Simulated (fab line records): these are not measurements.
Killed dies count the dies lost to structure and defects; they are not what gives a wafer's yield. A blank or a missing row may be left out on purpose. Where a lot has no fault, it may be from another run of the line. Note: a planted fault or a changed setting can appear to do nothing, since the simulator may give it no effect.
Chamber matching / flow nand-harc / 3 sister chambers for NHARC_A_ONON_D1_DEP_33 on pecvd-01
The step deposits SiO2, target thk 200 nm. 14 wafers are shown with their chamber, then 6 later ones without.

WAFERS WITH THEIR CHAMBER
wafer=L623.1; chamber=0; throttle-valve-pct (%)=15.2; heater-power-w (W)=610; rf-fwd-power-W (W)=895
wafer=L623.4; chamber=1; throttle-valve-pct (%)=16.2; heater-power-w (W)=394; rf-fwd-power-W (W)=900
wafer=L623.6; chamber=0; throttle-valve-pct (%)=15.6; heater-power-w (W)=621; rf-fwd-power-W (W)=897
wafer=L625.1; chamber=2; throttle-valve-pct (%)=16.1; heater-power-w (W)=730; rf-fwd-power-W (W)=899
wafer=L625.3; chamber=1; throttle-valve-pct (%)=16.1; heater-power-w (W)=460; rf-fwd-power-W (W)=896
wafer=L625.5; chamber=1; throttle-valve-pct (%)=16.3; heater-power-w (W)=476; rf-fwd-power-W (W)=897
wafer=L627.2; chamber=1; throttle-valve-pct (%)=16.4; heater-power-w (W)=369; rf-fwd-power-W (W)=899
wafer=L627.4; chamber=1; throttle-valve-pct (%)=16.4; heater-power-w (W)=374; rf-fwd-power-W (W)=899
wafer=L627.5; chamber=2; throttle-valve-pct (%)=15.9; heater-power-w (W)=645; rf-fwd-power-W (W)=896
wafer=L626.3; chamber=0; throttle-valve-pct (%)=15.5; heater-power-w (W)=476; rf-fwd-power-W (W)=895
wafer=L626.5; chamber=2; throttle-valve-pct (%)=16.2; heater-power-w (W)=722; rf-fwd-power-W (W)=896
wafer=L626.6; chamber=1; throttle-valve-pct (%)=16.2; heater-power-w (W)=390; rf-fwd-power-W (W)=902
wafer=L630.2; chamber=2; throttle-valve-pct (%)=15.8; heater-power-w (W)=573; rf-fwd-power-W (W)=895
wafer=L630.3; chamber=0; throttle-valve-pct (%)=15.6; heater-power-w (W)=473; rf-fwd-power-W (W)=898

SIGNATURES, as means of the wafers listed above
reading=throttle-valve-pct; chamber 0=15.475; chamber 1=16.267; chamber 2=16.000; scatter within a chamber=0.16
reading=heater-power-w; chamber 0=545.00; chamber 1=410.50; chamber 2=667.50; scatter within a chamber=65.2
reading=rf-fwd-power-W; chamber 0=896.25; chamber 1=898.83; chamber 2=896.50; scatter within a chamber=1.87
Rule: a wafer's distance from a chamber is the root of the sum, over the readings, of the square of ((its reading less the chamber's mean) divided by the reading's scatter). The wafer belongs to the nearest chamber; if the next one is less than 2 further off, it can't be placed. The scatter is the square root of a quotient: the sum, over the shown wafers, of each reading's squared deviation from its chamber's mean, divided by wafers minus chambers.

WAFERS MISSING THEIR CHAMBER
wafer=L630.5; throttle-valve-pct (%)=15.5; heater-power-w (W)=507; rf-fwd-power-W (W)=902
wafer=L633.2; throttle-valve-pct (%)=15.6; heater-power-w (W)=537; rf-fwd-power-W (W)=900
wafer=L633.4; throttle-valve-pct (%)=16.1; heater-power-w (W)=631; rf-fwd-power-W (W)=895
wafer=L633.6; throttle-valve-pct (%)=16.5; heater-power-w (W)=477; rf-fwd-power-W (W)=892
wafer=L643.1; throttle-valve-pct (%)=16.0; heater-power-w (W)=564; rf-fwd-power-W (W)=896
wafer=L643.6; throttle-valve-pct (%)=15.4; heater-power-w (W)=442; rf-fwd-power-W (W)=900

CHAMBER TAKEN BY EACH
wafer=L630.5; from the rows above=can't be placed: 0 or 2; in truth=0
wafer=L633.2; from the rows above=can't be placed: 0 or 2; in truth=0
wafer=L633.4; from the rows above=2; in truth=2
wafer=L633.6; from the rows above=can't be placed: 1 or 2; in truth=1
wafer=L643.1; from the rows above=can't be placed: 2 or 1 or 0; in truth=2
wafer=L643.6; from the rows above=0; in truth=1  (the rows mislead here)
Correctly placed: 1 of 6. These rows do not allow placing 4 (true chamber among the candidates in 4). 1 placed wrongly.
